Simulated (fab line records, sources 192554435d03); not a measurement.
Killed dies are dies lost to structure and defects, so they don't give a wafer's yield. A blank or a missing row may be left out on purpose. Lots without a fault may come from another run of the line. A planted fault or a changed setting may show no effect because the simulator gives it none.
Split-lot experiment | flow n5_finfet | 7 lots, 21 wafers read, on a route of 1938 steps

THE SPLIT
At N5_GATE_CUT_EXPOSE_10 (exposes mask GATE CUT, target cd 20 nm), the setting dose_mj was moved away from the recipe's 43.25 on 4 of the 21 wafers read, by -5.7% to +4.2%. The other wafers ran this setting at the recipe's value.

FROM THE SPLIT TO THE READING: what the file shows between them, 2 steps
- N5_GATE_CUT_PEB_11: peb time 60 s
- N5_GATE_CUT_DEVELOP_12: develop time 30 s

THE READING
cd_nm, in nm, at N5_GATE_CUT_CD_MEAS_13 (target cd 20 nm). Fault-free wafers of this fab line usually give 19.95 nm, standard deviation 0.28 nm.

wafer  | tool, chamber at the split | dose_mj as run | against the recipe | cd_nm, nm | against lot-mates on the recipe
L075.1 | euv_scanner-02, 0          | 41.05          | -5.1%              | 18.69     | -1.03
L075.3 | euv_scanner-02, 0          | 43.25          | recipe             | 19.92     | -
L075.6 | euv_scanner-02, 0          | 43.25          | recipe             | 19.51     | -
L076.4 | euv_scanner-02, 0          | 45.06          | +4.2%              | 20.61     | +0.98
L076.5 | euv_scanner-02, 0          | 43.25          | recipe             | 19.63     | -
L076.6 | euv_scanner-02, 0          | 45.06          | +4.2%              | 20.70     | +1.07
L078.2 | euv_scanner-01, 0          | 43.25          | recipe             | 19.79     | -
L078.3 | euv_scanner-01, 0          | 43.25          | recipe             | 20.05     | -
L078.5 | euv_scanner-01, 0          | 43.25          | recipe             | 20.45     | -
L082.1 | euv_scanner-02, 0          | 43.25          | recipe             | 19.78     | -
L082.3 | euv_scanner-02, 0          | 43.25          | recipe             | 20.33     | -
L082.4 | euv_scanner-02, 0          | 43.25          | recipe             | 20.05     | -
L083.2 | euv_scanner-01, 0          | 43.25          | recipe             | 19.85     | -
L083.4 | euv_scanner-01, 0          | 43.25          | recipe             | 20.06     | -
L083.6 | euv_scanner-01, 0          | 43.25          | recipe             | 19.93     | -
L087.3 | euv_scanner-01, 0          | 40.77          | -5.7%              | 18.52     | -1.27
L087.5 | euv_scanner-01, 0          | 43.25          | recipe             | 19.76     | -
L087.6 | euv_scanner-01, 0          | 43.25          | recipe             | 19.81     | -
L089.2 | euv_scanner-02, 0          | 43.25          | recipe             | 20.02     | -
L089.3 | euv_scanner-02, 0          | 43.25          | recipe             | 20.09     | -
L089.6 | euv_scanner-02, 0          | 43.25          | recipe             | 19.92     | -

THE FIT
A straight line over all 21 wafers: cd_nm changes by +0.218 nm for each +1% of dose_mj; r = +0.91; the points scatter about the line by 0.23 nm.
The same after taking each lot's own level away (the mean of its wafers on the recipe; 21 wafers): +0.225 nm for each +1%; r = +0.95; scatter 0.17 nm.
On that fit, the largest move of dose_mj shifts the reading by 1.3 nm.
The lots' own levels span 19.630 to 20.097 nm, that is 1.7 times the standard deviation above.
So the lot-to-lot level changes the slope little: the two slopes agree.
Check: with one of the wafers moved furthest among these (-5.7%) left out of the fit, the line predicts -1.28 nm for it against its lot-mates. It came out at -1.27 nm against them.

OTHER SPLITS ON THESE WAFERS
These wafers also went through other splits before the reading. Each is held against what the fit with the lots' levels taken away leaves over:
other split on the same wafers | wafers away from the commonest value | r with cd_nm (lot level and that fit taken away)
N5_HKMG_FIN_COAT_66 spin_rpm   | 8                                    | -0.12

THE WHOLE CHAIN: every reading that the file lists as answering this split, in the file's order
step                   | what it does                                                | reading                                                         | change (the file's fit)               | r (the file's)
N5_GATE_CUT_CD_MEAS_13 | target cd 20 nm                                             | cd_nm                                                           | +0.219 nm for each +1% of the setting | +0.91
N5_GATE_CUT_DESCUM_18  | chemistry O2, time 7 s                                      | GATE_CUT.cd_nm (the simulator's own value, which no gauge read) | +0.201 nm for each +1% of the setting | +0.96
N5_GATE_CUT_ETCH_28    | etches underlayer in N2/H2, target depth 13 nm, time 10.4 s | GATE_CUT.cd_nm (the simulator's own value, which no gauge read) | +0.191 nm for each +1% of the setting | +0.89

THE FILE'S OWN FIT
cd_nm changes by +0.219 nm for each +1% of dose_mj, r = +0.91.
